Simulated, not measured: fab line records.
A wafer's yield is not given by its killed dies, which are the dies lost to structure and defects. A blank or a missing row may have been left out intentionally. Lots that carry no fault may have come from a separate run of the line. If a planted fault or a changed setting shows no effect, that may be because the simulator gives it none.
A struck lot beside a sound one || flow n5 finfet || 35 steps out of a route of 1938
Sound: the wafers L384.3, L384.4, L384.6. Struck: wafer L378.6 (left out: L378.3, L378.5 of the same lot, which were not struck); the cause appears at the end.
At each step with rows: each side's tool, then ch and its chambers, then its first start. Under that, the readings that differ: sound wafers || struck wafers || difference of the means || sigmas: that difference in standard deviations of wafers without a fault.
alike: a reading whose means differ by less than 2 such deviations, as well as words and numbers matching on both sides. not compared: withheld readings; readings where some wafer has no value; bounds like >300 that might hide an equal value; numbers whose values overlap and for which the record gives no deviation.
The two part at a step that has a row with sigmas, a row that says differs or no value, or rows on one side only. Numbers that have no deviation but don't overlap get no sigmas and don't part them. A reading that every wafer of one side lacks parts them only if that side has two wafers or more.

first, 12 steps without rows for these wafers: N5_SD_EPI_P_ETCH_37 (etches SOC in N2/H2, overetch 108 nm, time 486 s); N5_SD_EPI_P_STRIP_38 (strips in N2/H2); N5_SD_EPI_P_ETCHBACK_46 (etches SiNx in CH3F/O2, stops on SiO2, target depth 17.5 nm); N5_SD_EPI_P_ETCH_47 (etches SiOCN in CH3F/O2, target depth 25 nm); N5_SD_EPI_P_ETCH_16 (etches SiO2 in CHF3/O2, target depth 5 nm); N5_SD_EPI_P_STRIP_50 (strips in CHF3/O2); N5_SD_EPI_P_SD_RECESS_17 (chemistry HBr/Cl2/O2, target depth 39.1 nm, bt time 3 s); N5_SD_EPI_P_WET_ETCH_45 (etches SiO2 in dHF, time 10.7 s, target depth 2 nm, rinse time 30 s); N5_SD_EPI_P_STRIP_40 (strips in N2/H2); N5_SD_EPI_P_PRECLEAN_52 (cleans in O3/DIW, time 60 s); N5_SD_EPI_P_SRD_20 (time 30 s); N5_SD_EPI_P_PRECLEAN_51 (cleans in NF3:NH3, afs cycles 1, time 20 s, sublimation time 60 s).
N5_SD_EPI_P_VAPOR_ETCH_44: etches SiGe30 in NF3/Ar, time 3.3 s.
  sound on epi rpcvd-04 ch 0, day 9 04:10; struck on epi rpcvd-03 ch 0, day 7 13:58
then, 20 steps without rows for these wafers: N5_SD_EPI_P_EPI_21 (deposits SiGe:B, time 355 s); N5_SD_EPI_P_HM_STRIP_48 (strips SiNx in H3PO4, material SiNx, target depth 3 nm); N5_SD_EPI_P_SRD_49 (time 30 s); N5_SD_EPI_P_PRECLEAN_24 (cleans in O3/DIW, time 45 s); N5_SD_EPI_P_PRECLEAN_32 (cleans in dHF, time 10 s); N5_SD_EPI_P_PRECLEAN_33 (cleans in SC2, time 45 s); N5_SD_EPI_P_SRD_25 (time 30 s); N5_SD_ACTIVATION_RTA_00 (time 0 s); N5_SD_ACTIVATION_LSA_01 (time 0.0008 s); N5_ILD0_LINER_00 (material SiNx, target thk 4 nm, pulse time 1 s, purge time 2 s); N5_ILD0_FCVD_FILL_01 (material SiO2 flowable, target thk 200 nm, time 328.3 s); N5_ILD0_CURE_02 (time 1800 s); N5_ILD0_CMP_03 (polishes, stops on SiNx, t overpolish 1.9 s, target thk 197.38 nm); N5_ILD0_CMP_07 (polishes SiO2 flowable, stops on poly-Si, t overpolish 1.18 s, target thk 138.88 nm); N5_ILD0_PRECLEAN_10 (cleans in NF3:NH3, afs cycles 5, time 20 s, sublimation time 60 s); N5_ILD0_ALD_15 (deposits SiNx, target thk 24 nm, pulse time 1 s, ald cycles 480); N5_ILD0_CMP_12 (polishes SiNx, stops on poly-Si, t overpolish 6 s, target thk 17.67 nm); N5_SDB_HM_DEP_00 (deposits SiNx from SiH4/NH3/N2, target thk 40 nm, time 35.3 s); N5_SDB_COAT_03 (time 60 s, resist thk 100 nm); N5_SDB_COAT_04 (time 60 s, resist thk 18 nm).
-- the record jumps here: 6 days lie between the struck wafers' starts before and after (it left off in module SDB and takes up again in module BEOL_M4, whose first step shown is number 1111 of the route) --
N5_BEOL_M4_RC_MEAS_101:
  sound on prober-02 ch 0, day 14 07:01; struck on prober-02 ch 0, day 13 13:59
{"reading": "DIBL_N (mV/V)", "sound": "30.4 35.3 33.7", "struck": 41.0, "difference": "+7.9", "sigmas": "+3"}
{"reading": "DIBL_P (mV/V)", "sound": "29.3 35.9 33.6", "struck": 63.7, "difference": "+30.8", "sigmas": "+10"}
{"reading": "IOFF_N (nA/um)", "sound": "0.07 0.12 0.11", "struck": 0.23, "difference": "+0.13", "sigmas": "+3"}
{"reading": "IOFF_P (nA/um)", "sound": "0.10 0.18 0.14", "struck": 3.34, "difference": "+3.20", "sigmas": "+65"}
{"reading": "IOFF_P_85C (nA/um)", "sound": "2.0 3.2 2.7", "struck": 37.4, "difference": "+34.8", "sigmas": "+50"}
{"reading": "IOFF_P_LIN (nA/um)", "sound": "0.056 0.084 0.073", "struck": 0.647, "difference": "+0.576", "sigmas": "+34"}
{"reading": "ION_N (uA/um)", "sound": "638 662 660", "struck": 688, "difference": "+35", "sigmas": "+2"}
{"reading": "ION_P (uA/um)", "sound": "438 456 453", "struck": 555, "difference": "+106", "sigmas": "+12"}
{"reading": "REXT_P (ohm.um)", "sound": "104.3 100.4 105.4", "struck": 80.2, "difference": -23.2, "sigmas": -10}
{"reading": "SS_N (mV/dec)", "sound": "70.0 71.2 71.0", "struck": 72.8, "difference": "+2.1", "sigmas": "+3"}
{"reading": "SS_P (mV/dec)", "sound": "71.8 73.4 73.0", "struck": 83.5, "difference": "+10.8", "sigmas": "+12"}
{"reading": "VT_N (mV)", "sound": "261 256 256", "struck": 244, "difference": -14, "sigmas": -3}
{"reading": "VT_P (mV)", "sound": "-263 -255 -258", "struck": -214, "difference": "+45", "sigmas": "+11"}
{"reading": "VT_P_LVT (mV)", "sound": "-113 -104 -109", "struck": -60, "difference": "+49", "sigmas": "+12"}
-- record jumps: 4 days separate the struck wafers' starts on either side; left off in module BEOL_M4, taken up again in module PASSIVATION, whose first shown step is the route's number 1936 --
N5_PASSIVATION_PROBE_49:
  only the struck wafers here have rows in the record (prober-01, day 18 01:31); the sound ones have none

WHERE THEY PART
Earliest at N5_BEOL_M4_RC_MEAS_101; latest, in this record, at N5_PASSIVATION_PROBE_49.

WHY: what had been put in by the simulator
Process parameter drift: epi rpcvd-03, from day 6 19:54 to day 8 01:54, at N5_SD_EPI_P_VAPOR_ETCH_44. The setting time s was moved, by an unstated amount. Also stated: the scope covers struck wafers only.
